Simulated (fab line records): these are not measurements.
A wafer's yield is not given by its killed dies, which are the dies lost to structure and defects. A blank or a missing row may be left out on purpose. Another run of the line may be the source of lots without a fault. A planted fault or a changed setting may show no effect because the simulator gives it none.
fab line records	flow n5-finfet
record lots=10	wafers=29	last-day=17
route steps=1938 shown HKMG_FIN@457 GATE_CUT@465 BEOL_M4@1111 PASSIVATION@1936
lots that met no fault: from a run of the same line without faults
start-h: the number of hours between the record's first day and the start of the first shown wafer of the lot	wait-h: hours since the lot's step before	" the same as in the row above	L1.1+2: one row covering several wafers at once	- no value, or no start was given	* or withheld: withheld	< > ~ a bound
route shown NAME@n: a module of which the file shows steps, and the number in the route of the first	usual: average and standard deviation across the fault-free wafers	same: alike in all rows	chamber/n: place in a boat	sites: readings site by site	_std_site: the standard deviation of these	_edge_site: outer sites' mean less inner sites'	radius-mm: for every site, how far away it sits from the centre of the wafer	mask NAME#n: copy n	behind: the last tool/chamber to shape the wafer	hold: cause of the lot's hold/its duration in hours/its outcome	device: names the non-switching transistor (n, p or np)	end of line: tests run on the same wafers once the route is complete	where a step has no rows: the recipe by itself	killed: at the first sort, the dies lost to defects and structure; wafer yield is something else	map: shows each die of a wafer: x if killed, . if not, _ if none is there
set.NAME: the run value of the setting; set.NAME@STEP: its run value at that earlier step	model.NAME: the simulator's own value behind a step, which no gauge read
a sample of lots followed through the steps of the route, with each step as a table and each wafer as a row
services: the hour from which a tool's chamber was out of use, counted from the record's first day as start-h (under 0 if before that day), plus the number of hours and why
## steps
# step N5_HKMG_FIN_ALD_72
# recipe material=W	target-thk-a=20	temp-c=300	pressure-torr=7.5	ald-precursor-family=WF6	ald-co-reactant=B2H6	pulse-time-s=1	purge-time-s=2	co-reactant-purge-time-s=2	co-reactant-pulse-time-s=3	ald-cycles=7
# usual heater-power-w=485/30	precursor-pulse-height-rel=1.004/0.021
lot.wafer	tool	chamber	start-h	wait-h	heater-power-w	precursor-pulse-height-rel	since-wet-clean-h
L955.3	cvd-w-01	0	82.25	0.2	433	1.001	-
L955.4	"	1	"	"	497	1.027	-
L955.6	"	0	"	"	443	0.991	-
L957.2	cvd-w-02	0	103.67	0.2	466	1.024	786
L957.5	"	0	"	"	467	1.017	-
L963.3	cvd-w-01	0	132.10	0.2	438	0.998	-
L963.4	"	1	"	"	507	0.970	-
L963.5	"	0	"	"	457	0.964	-
L965.2	cvd-w-02	1	153.45	0.2	498	0.981	835
L965.4	"	1	"	"	506	1.006	-
L965.5	"	0	"	"	474	1.019	-
L967.3	cvd-w-01	0	160.17	0.2	437	0.966	-
L967.4	"	1	"	"	516	1.028	-
L967.5	"	1	"	"	508	1.011	-
L969.1	cvd-w-02	0	170.11	0.2	473	1.012	852
L969.5	"	1	"	"	510	0.979	-
L969.6	"	0	"	"	461	1.027	-
L972.1	cvd-w-01	1	192.25	0.2	518	1.006	360
L972.3	"	1	"	"	514	1.010	-
L972.4	"	1	"	"	510	1.020	-
L974.1	cvd-w-01	0	202.63	0.2	444	0.989	371
L974.2	"	1	"	"	518	1.015	371
L974.3	"	0	"	"	438	1.005	-
L975.2	cvd-w-02	1	205.16	0.2	512	1.002	887
L975.3	"	1	"	"	508	0.999	-
L975.5	"	0	"	"	473	1.007	-
L977.1	cvd-w-02	0	215.74	0.2	473	1.006	898
L977.3	"	0	"	"	481	0.998	-
L977.5	"	0	"	"	463	0.999	-
# step N5_HKMG_FIN_INSPECT_28
# recipe inspect-instrument=darkfield	mode=post-cmp
# usual raw-defect-count=42/19
lot.wafer	tool	chamber	start-h	wait-h	raw-defect-count
L955.3	defect-inspect-02	-	83.11	0.0	52
L955.4	"	-	"	"	50
L955.6	"	-	"	"	54
L957.2	defect-inspect-02	-	104.57	0.0	20
L957.5	"	-	"	"	19
L963.3	defect-inspect-01	-	132.99	0.0	35
L963.4	"	-	"	"	32
L963.5	"	-	"	"	41
L965.2	defect-inspect-02	-	154.34	0.0	43
L965.4	"	-	"	"	44
L965.5	"	-	"	"	34
L967.3	defect-inspect-02	-	161.04	0.0	50
L967.4	"	-	"	"	20
L967.5	"	-	"	"	58
L969.1	defect-inspect-01	-	170.99	0.0	39
L969.5	"	-	"	"	41
L969.6	"	-	"	"	48
L972.1	defect-inspect-02	-	193.30	0.0	53
L972.3	"	-	"	"	50
L972.4	"	-	"	"	47
L974.1	defect-inspect-01	-	203.52	0.0	32
L974.2	"	-	"	"	31
L974.3	"	-	"	"	63
L975.2	defect-inspect-02	-	206.14	0.0	60
L975.3	"	-	"	"	22
L975.5	"	-	"	"	44
L977.1	defect-inspect-01	-	216.62	0.0	37
L977.3	"	-	"	"	58
L977.5	"	-	"	"	48
# step N5_GATE_CUT_ETCHBACK_00
# recipe chemistry=SF6/Cl2	target=W	pressure-mtorr=8	icp-w=900	bias-w=80	SF6_flow_sccm=40	Cl2_flow_sccm=60
# usual drypump-motor-current-A=5.9/0.36	oes-product-au=0.81/0.062	throttle-valve-pct=27.62/0.17
lot.wafer	tool	chamber	start-h	wait-h	drypump-motor-current-A	oes-product-au	rf-hours-counter-h	throttle-valve-pct
L955.3	rie-metal-01	1	83.19	0.1	5.8	0.83	-	27.69
L955.4	"	0	"	"	5.8	0.83	-	27.60
L955.6	"	1	"	"	5.8	0.83	-	27.68
L957.2	rie-metal-02	0	104.61	0.0	6.3	0.79	35	27.35
L957.5	"	1	"	"	5.2	0.85	-	27.53
L963.3	rie-metal-02	1	133.06	0.1	5.2	0.84	-	27.53
L963.4	"	0	"	"	6.4	0.78	-	27.35
L963.5	"	0	"	"	6.4	0.78	-	27.37
L965.2	rie-metal-01	0	154.38	0.0	5.8	0.81	38	27.62
L965.4	"	0	"	"	5.8	0.81	-	27.62
L965.5	"	1	"	"	5.8	0.79	-	27.71
L967.3	rie-metal-02	1	161.12	0.1	5.2	0.84	-	27.54
L967.4	"	0	"	"	6.4	0.78	-	27.37
L967.5	"	0	"	"	6.4	0.78	-	27.35
L969.1	rie-metal-03	1	171.02	0.0	6.2	0.90	4	27.89
L969.5	"	0	"	"	6.5	0.85	-	27.43
L969.6	"	1	"	"	6.1	0.91	-	27.88
L972.1	rie-metal-01	1	193.33	0.0	5.8	0.79	34	27.70
L972.3	"	0	"	"	5.8	0.80	-	27.63
L972.4	"	1	"	"	5.8	0.79	-	27.71
L974.1	rie-metal-03	0	203.55	0.0	6.5	0.83	24	27.45
L974.2	"	1	"	"	6.1	0.90	5	27.89
L974.3	"	0	"	"	6.5	0.84	-	27.46
L975.2	rie-metal-01	0	206.18	0.0	5.8	0.79	43	27.63
L975.3	"	1	"	"	5.8	0.79	-	27.69
L975.5	"	1	"	"	5.8	0.78	-	27.71
L977.1	rie-metal-01	1	216.66	0.0	5.8	0.79	36	27.70
L977.3	"	0	"	"	5.8	0.79	-	27.62
L977.5	"	0	"	"	5.8	0.79	-	27.65
# step N5_GATE_CUT_ETCHBACK_30
# recipe chemistry=Cl2/Ar	target=TiN	target-depth-a=30	mode=isotropic	pressure-mtorr=10	icp-w=600	bias-w=60	Cl2_flow_sccm=40	Ar_flow_sccm=60
# usual drypump-motor-current-A=5.9/0.36	oes-product-au=0.81/0.063	throttle-valve-pct=20.80/0.2
lot.wafer	tool	chamber	start-h	wait-h	drypump-motor-current-A	oes-product-au	rf-hours-counter-h	throttle-valve-pct
L955.3	rie-metal-01	1	83.37	0.0	5.8	0.84	-	20.79
L955.4	"	0	"	"	5.8	0.82	-	20.72
L955.6	"	1	"	"	5.8	0.83	-	20.78
L957.2	rie-metal-02	0	104.82	0.1	6.3	0.79	35	20.52
L957.5	"	1	"	"	5.2	0.88	-	20.77
L963.3	rie-metal-02	1	133.24	0.0	5.2	1.20	-	20.45
L963.4	"	0	"	"	6.3	0.78	-	20.53
L963.5	"	0	"	"	6.4	0.77	-	20.53
L965.2	rie-metal-01	0	154.59	0.1	5.8	0.81	38	20.74
L965.4	"	0	"	"	5.8	0.81	-	20.74
L965.5	"	1	"	"	5.8	0.80	-	20.83
L967.3	rie-metal-02	1	161.30	0.0	5.2	1.20	-	20.43
L967.4	"	0	"	"	6.4	0.77	-	20.53
L967.5	"	0	"	"	6.4	0.78	-	20.52
L969.1	rie-metal-03	1	171.23	0.1	6.1	0.91	4	21.17
L969.5	"	0	"	"	6.5	0.84	-	20.73
L969.6	"	1	"	"	6.1	0.91	-	21.17
L972.1	rie-metal-01	1	193.54	0.1	5.8	0.79	34	20.80
L972.3	"	0	"	"	5.8	0.79	-	20.76
L972.4	"	1	"	"	5.8	0.80	-	20.80
L974.1	rie-metal-03	0	203.76	0.1	6.4	0.83	24	20.74
L974.2	"	1	"	"	6.2	0.90	5	21.17
L974.3	"	0	"	"	6.5	0.83	-	20.73
L975.2	rie-metal-01	0	206.39	0.1	5.8	0.79	43	20.78
L975.3	"	1	"	"	5.8	0.79	-	20.81
L975.5	"	1	"	"	5.8	0.78	-	20.82
L977.1	rie-metal-01	1	216.87	0.1	5.8	0.79	36	20.80
L977.3	"	0	"	"	5.8	0.79	-	20.76
L977.5	"	0	"	"	5.8	0.79	-	20.76
# step N5_BEOL_M4_RC_MEAS_101
# usual DIBL_N=35.9/1.6	DIBL_P=35.6/2.1	IOFF_N=0.149/0.029	IOFF_P=0.20/0.033	ION_N=671/11	ION_P=460/7.3	SS_N=71.4/0.62	SS_P=73.2/0.65	VT_N=251/3.1	VT_P=-251/3.4
lot.wafer	tool	chamber	start-h	wait-h	DIBL_N[mV/V]	DIBL_P[mV/V]	IOFF_N[nA/um]	IOFF_P[nA/um]	ION_N[uA/um]	ION_P[uA/um]	SS_N[mV/dec]	SS_P[mV/dec]	VT_N[mV]	VT_P[mV]
L955.3	prober-01	0	166.34	0.3	36.1	35.7	0.154	0.20	668	459	71.1	73.1	253	-249
L955.4	"	0	"	"	36.0	36.3	0.150	0.22	666	460	71.1	73.1	252	-248
L955.6	"	0	"	"	34.9	33.9	0.130	0.18	672	459	70.7	73.0	253	-252
L957.2	prober-02	0	182.65	0.2	35.5	36.8	0.138	0.18	668	454	71.2	73.5	251	-256
L957.5	"	0	"	"	34.7	35.0	0.136	0.16	668	452	71.5	72.3	253	-256
L963.3	prober-01	0	222.92	0.3	32.7	32.2	0.106	0.16	651	456	70.9	72.7	256	-254
L963.4	"	0	"	"	35.6	35.6	0.159	0.21	677	472	70.7	73.2	247	-247
L963.5	"	0	"	"	34.3	34.7	0.128	0.19	666	459	70.7	73.2	254	-249
L965.2	prober-01	0	236.49	0.2	37.3	35.7	0.166	0.25	657	460	72.1	73.9	250	-248
L965.4	"	0	"	"	34.3	32.8	0.124	0.20	670	469	70.5	72.4	252	-249
L965.5	"	0	"	"	36.1	35.5	0.151	0.24	660	459	71.3	73.4	250	-249
L967.3	prober-01	0	246.91	0.3	35.2	33.9	0.130	0.20	670	465	70.6	72.9	249	-249
L967.4	"	0	"	"	35.1	33.3	0.135	0.19	662	461	71.3	73.0	253	-251
L967.5	"	0	"	"	34.1	32.3	0.118	0.18	664	455	70.7	72.6	254	-251
L969.1	prober-01	0	257.33	0.0	37.1	35.7	0.152	0.18	673	462	71.7	73.0	252	-253
L969.5	"	0	"	"	37.1	36.3	0.158	0.19	670	464	72.0	73.3	250	-253
L969.6	"	0	"	"	37.4	37.6	0.155	0.20	677	460	72.0	73.9	251	-250
L972.1	prober-02	0	277.04	0.0	35.2	34.7	0.118	0.16	661	454	71.2	73.4	254	-257
L972.3	"	0	"	"	36.1	35.8	0.131	0.18	667	457	71.2	73.6	255	-252
L972.4	"	0	"	"	35.1	34.6	0.127	0.16	680	464	70.7	73.3	251	-255
L974.1	prober-01	0	283.36	0.0	35.7	34.9	0.132	0.20	672	465	72.0	73.4	254	-250
L974.2	"	0	"	"	33.7	32.6	0.110	0.17	651	454	70.9	72.2	254	-249
L974.3	"	0	"	"	36.3	35.9	0.150	0.21	664	453	71.7	73.2	252	-248
L975.2	prober-02	0	288.99	0.2	36.6	35.6	0.183	0.23	677	466	72.1	73.3	245	-249
L975.3	"	0	"	"	35.3	35.2	0.175	0.23	686	469	71.3	73.8	245	-248
L975.5	"	0	"	"	35.5	34.1	0.161	0.20	670	457	72.1	73.5	248	-251
L977.1	prober-02	0	303.75	0.0	34.6	34.7	0.133	0.19	665	458	71.8	72.8	251	-251
L977.3	"	0	"	"	34.9	33.6	0.135	0.16	679	461	71.3	72.4	252	-253
L977.5	"	0	"	"	35.7	34.8	0.154	0.19	681	459	71.5	73.6	250	-249
# step N5_PASSIVATION_PROBE_49
# usual defect-limited-yield=90.9/1.5	killed_at_M0_to_M3=36/9.9	killed_at_M4_up=13/4.5	killed-at-contacts=13/6.4	killed-at-front-end=42/12	killed-at-other=3.4/3	killed-dies=107/18	killed-open=69/13	killed-short=35/8.2	sort_bin_5_function=5.3/1.1	sort_bin_6_memory=3.4/0.69	sort-n-pass=1073/18	sort-yield-pct=90.9/1.5
# same gross-dies=1180	killed-at-back-side=0	sort_bin_4_leakage[%]=0	sort_bin_8_speed[%]=0
lot.wafer	tool	chamber	start-h	wait-h	defect-limited-yield[%]	killed_at_M0_to_M3	killed_at_M4_up	killed-at-contacts	killed-at-front-end	killed-at-other	killed-dies	killed-open	killed-short	sort_bin_5_function[%]	sort_bin_6_memory[%]	sort-n-pass	sort-yield-pct[%]
L967.3	prober-02	-	344.05	0.1	91.9	35	10	7	37	6	95	52	29	4.9	2.3	1085	91.9
# killed by level:class
L967.3 HKMG_FIN:area-etch=10 FIN_SAQP:geometric-particle:open=7 BEOL_M3:geometric-particle:open=6 BEOL_M2:geometric-particle:open=5 BEOL_M4:geometric-particle:open=5 MOL_CONTACT_COAG:geometric-particle:open=4 BEOL_M0_SAQP:geometric-particle:short=4 BEOL_M1:geometric-particle:open=4
## services
tool	chamber	start-h	hours	kind
rie-metal-03	0	59.92	36.0	repair
rie-metal-01	0	61.55	3.5	repair
rie-metal-03	1	95.95	-	clean
rie-metal-03	1	95.95	31.9	scheduled-down
rie-metal-03	1	95.95	31.9	vent-cycle
cvd-w-01	-	137.73	0.8	repair
rie-metal-02	-	141.53	14.6	pm
cvd-w-02	1	156.50	12.8	repair
rie-metal-03	1	181.20	12.1	repair
cvd-w-01	0	188.47	5.4	repair
cvd-w-02	1	210.55	1.6	repair
## key
first-sign step=N5_GATE_CUT_ETCHBACK_30	reading=oes-product-au	direction=up	sigmas=6.3	usual=0.81	struck=1.20
effect none on later readings
met-at N5_GATE_CUT_ETCHBACK_30
struck-lots L963,L967
struck-wafers L963.3,L967.3
baseline-loss step=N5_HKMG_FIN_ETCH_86	wafers=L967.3
not-acting-at N5_HKMG_FIN_ALD_72,N5_HKMG_FIN_INSPECT_28,N5_GATE_CUT_ETCHBACK_00
onset-between 104.82 133.24
fault kind=process-parameter-drift	tool=rie-metal-02	chamber=1	onset-h=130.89	steps=N5_GATE_CUT_ETCHBACK_30	channel=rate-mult	offset=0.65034	shape=step	end-h=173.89
# baseline-loss: these wafers lose ten dies or more at that step, a loss of the line's own and not of a fault; the sort's usual values leave them out
